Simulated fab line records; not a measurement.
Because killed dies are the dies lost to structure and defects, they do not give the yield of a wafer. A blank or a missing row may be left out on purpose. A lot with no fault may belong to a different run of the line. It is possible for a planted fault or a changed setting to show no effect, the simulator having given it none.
Split-lot experiment / flow n5Finfet / on a route of 1938 steps: 7 lots, 21 wafers read

## SPLIT DETAILS
At N5_BEOL_M3_COAT_22 (resist thk 30 nm), the setting spinRpm was moved away from the recipe's 1500 rpm on 8 of the 21 wafers read, by -11.2% to +7.5%. For the rest of the wafers, this setting stayed at what the recipe calls for.

## FROM THE SPLIT TO THE READING: what the file shows between them, 2 steps
- N5_BEOL_M3_EBR_24
- N5_BEOL_M3_SOFTBAKE_23: time 60 s

## THE READING
CAR-EUV_of_BEOL_M3_COAT_22.thkNm (the simulator's own value, which no gauge read), in nm, at N5_BEOL_M3_DESCUM_33 (chemistry O2, time 7 s). The file does not state a usual value for it. The 13 wafers here that ran the recipe average 26.2 nm, standard deviation 0.084 nm.

wafer=L074.1; tool, chamber at the split=lithoTrack-05, 0; spinRpm as run, rpm=1500; against the recipe=recipe; CAR-EUV_of_BEOL_M3_COAT_22.thkNm, nm=26.2; against lot-mates on the recipe=-
wafer=L074.3; tool, chamber at the split=lithoTrack-05, 0; spinRpm as run, rpm=1500; against the recipe=recipe; CAR-EUV_of_BEOL_M3_COAT_22.thkNm, nm=26.2; against lot-mates on the recipe=-
wafer=L074.4; tool, chamber at the split=lithoTrack-05, 0; spinRpm as run, rpm=1500; against the recipe=recipe; CAR-EUV_of_BEOL_M3_COAT_22.thkNm, nm=26.2; against lot-mates on the recipe=-
wafer=L078.1; tool, chamber at the split=lithoTrack-02, 0; spinRpm as run, rpm=1500; against the recipe=recipe; CAR-EUV_of_BEOL_M3_COAT_22.thkNm, nm=26.2; against lot-mates on the recipe=-
wafer=L078.2; tool, chamber at the split=lithoTrack-02, 0; spinRpm as run, rpm=1612; against the recipe=+7.5%; CAR-EUV_of_BEOL_M3_COAT_22.thkNm, nm=25.2; against lot-mates on the recipe=-1.0
wafer=L078.5; tool, chamber at the split=lithoTrack-02, 0; spinRpm as run, rpm=1612; against the recipe=+7.5%; CAR-EUV_of_BEOL_M3_COAT_22.thkNm, nm=25; against lot-mates on the recipe=-1.2
wafer=L079.1; tool, chamber at the split=lithoTrack-02, 0; spinRpm as run, rpm=1500; against the recipe=recipe; CAR-EUV_of_BEOL_M3_COAT_22.thkNm, nm=26.2; against lot-mates on the recipe=-
wafer=L079.3; tool, chamber at the split=lithoTrack-02, 0; spinRpm as run, rpm=1500; against the recipe=recipe; CAR-EUV_of_BEOL_M3_COAT_22.thkNm, nm=26.2; against lot-mates on the recipe=-
wafer=L079.4; tool, chamber at the split=lithoTrack-02, 0; spinRpm as run, rpm=1500; against the recipe=recipe; CAR-EUV_of_BEOL_M3_COAT_22.thkNm, nm=26.2; against lot-mates on the recipe=-
wafer=L084.1; tool, chamber at the split=lithoTrack-05, 0; spinRpm as run, rpm=1356; against the recipe=-9.6%; CAR-EUV_of_BEOL_M3_COAT_22.thkNm, nm=27.6; against lot-mates on the recipe=no lot-mate on the recipe
wafer=L084.2; tool, chamber at the split=lithoTrack-05, 0; spinRpm as run, rpm=1356; against the recipe=-9.6%; CAR-EUV_of_BEOL_M3_COAT_22.thkNm, nm=27.6; against lot-mates on the recipe=no lot-mate on the recipe
wafer=L084.4; tool, chamber at the split=lithoTrack-05, 0; spinRpm as run, rpm=1356; against the recipe=-9.6%; CAR-EUV_of_BEOL_M3_COAT_22.thkNm, nm=27.6; against lot-mates on the recipe=no lot-mate on the recipe
wafer=L085.3; tool, chamber at the split=lithoTrack-02, 0; spinRpm as run, rpm=1500; against the recipe=recipe; CAR-EUV_of_BEOL_M3_COAT_22.thkNm, nm=26; against lot-mates on the recipe=-
wafer=L085.4; tool, chamber at the split=lithoTrack-02, 0; spinRpm as run, rpm=1500; against the recipe=recipe; CAR-EUV_of_BEOL_M3_COAT_22.thkNm, nm=26; against lot-mates on the recipe=-
wafer=L085.5; tool, chamber at the split=lithoTrack-02, 0; spinRpm as run, rpm=1500; against the recipe=recipe; CAR-EUV_of_BEOL_M3_COAT_22.thkNm, nm=26.2; against lot-mates on the recipe=-
wafer=L086.1; tool, chamber at the split=lithoTrack-02, 0; spinRpm as run, rpm=1340; against the recipe=-10.7%; CAR-EUV_of_BEOL_M3_COAT_22.thkNm, nm=28; against lot-mates on the recipe=+1.8
wafer=L086.3; tool, chamber at the split=lithoTrack-02, 0; spinRpm as run, rpm=1500; against the recipe=recipe; CAR-EUV_of_BEOL_M3_COAT_22.thkNm, nm=26.2; against lot-mates on the recipe=-
wafer=L086.5; tool, chamber at the split=lithoTrack-02, 0; spinRpm as run, rpm=1500; against the recipe=recipe; CAR-EUV_of_BEOL_M3_COAT_22.thkNm, nm=26.2; against lot-mates on the recipe=-
wafer=L089.3; tool, chamber at the split=lithoTrack-04, 0; spinRpm as run, rpm=1332; against the recipe=-11.2%; CAR-EUV_of_BEOL_M3_COAT_22.thkNm, nm=28; against lot-mates on the recipe=+2.0
wafer=L089.6; tool, chamber at the split=lithoTrack-04, 0; spinRpm as run, rpm=1332; against the recipe=-11.2%; CAR-EUV_of_BEOL_M3_COAT_22.thkNm, nm=28; against lot-mates on the recipe=+2.0
wafer=L089.5; tool, chamber at the split=lithoTrack-04, 0; spinRpm as run, rpm=1500; against the recipe=recipe; CAR-EUV_of_BEOL_M3_COAT_22.thkNm, nm=26; against lot-mates on the recipe=-

THE FIT
A straight line over all 21 wafers: CAR-EUV_of_BEOL_M3_COAT_22.thkNm changes by -0.156 nm for each +1% of spinRpm; r = -0.99; the points scatter about the line by 0.099 nm.
The same after taking each lot's own level away (the mean of its wafers on the recipe; 18 wafers): -0.168 nm for each +1%; r = -1.00; scatter 0.081 nm.
According to that fit, moving spinRpm by its largest amount changes the reading by 1.9 nm.
The span of the lots' own levels, 26.00 to 26.20 nm, comes to 2.4 times the standard deviation stated above.
The two slopes are in agreement: the lot-to-lot level therefore moves the slope only a little.
Check: for one of the wafers moved furthest among these (-11.2%), held out of the fit, the line's prediction against its lot-mates is +1.87 nm. Against them it came out at +2 nm.

## OTHER SPLITS ON THESE WAFERS
Before the reading, these wafers also passed through other splits. Each is held against what the fit with the lots' levels taken away leaves over:
other split on the same wafers=N5_BEOL_M1_TRENCH_ETCH_37 sourceW; wafers away from the commonest value=6; r with CAR-EUV_of_BEOL_M3_COAT_22.thkNm (lot level and that fit taken away)=-0.08
other split on the same wafers=N5_BEOL_M2_ETCH_69 biasW; wafers away from the commonest value=9; r with CAR-EUV_of_BEOL_M3_COAT_22.thkNm (lot level and that fit taken away)=+0.19
other split on the same wafers=N5_BEOL_M2_TRENCH_ETCH_37 biasW; wafers away from the commonest value=8; r with CAR-EUV_of_BEOL_M3_COAT_22.thkNm (lot level and that fit taken away)=-0.06
other split on the same wafers=N5_BEOL_M3_ETCH_64 timeS; wafers away from the commonest value=6; r with CAR-EUV_of_BEOL_M3_COAT_22.thkNm (lot level and that fit taken away)=+0.16

## THE WHOLE CHAIN: every reading that the file lists as answering this split, in the file's order
step=N5_BEOL_M3_COAT_22; what it does=resist thk 30 nm; reading=CAR-EUV_of_BEOL_M3_COAT_22.thkNm (the simulator's own value, which no gauge read); change (the file's fit)=-0.159 nm for each +1% of the setting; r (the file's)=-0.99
step=N5_BEOL_M3_DESCUM_33; what it does=chemistry O2, time 7 s; reading=CAR-EUV_of_BEOL_M3_COAT_22.thkNm (the simulator's own value, which no gauge read); change (the file's fit)=-0.169 nm for each +1% of the setting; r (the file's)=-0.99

## THE FILE'S OWN FIT
CAR-EUV_of_BEOL_M3_COAT_22.thkNm changes by -0.169 nm for each +1% of spinRpm, r = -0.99.
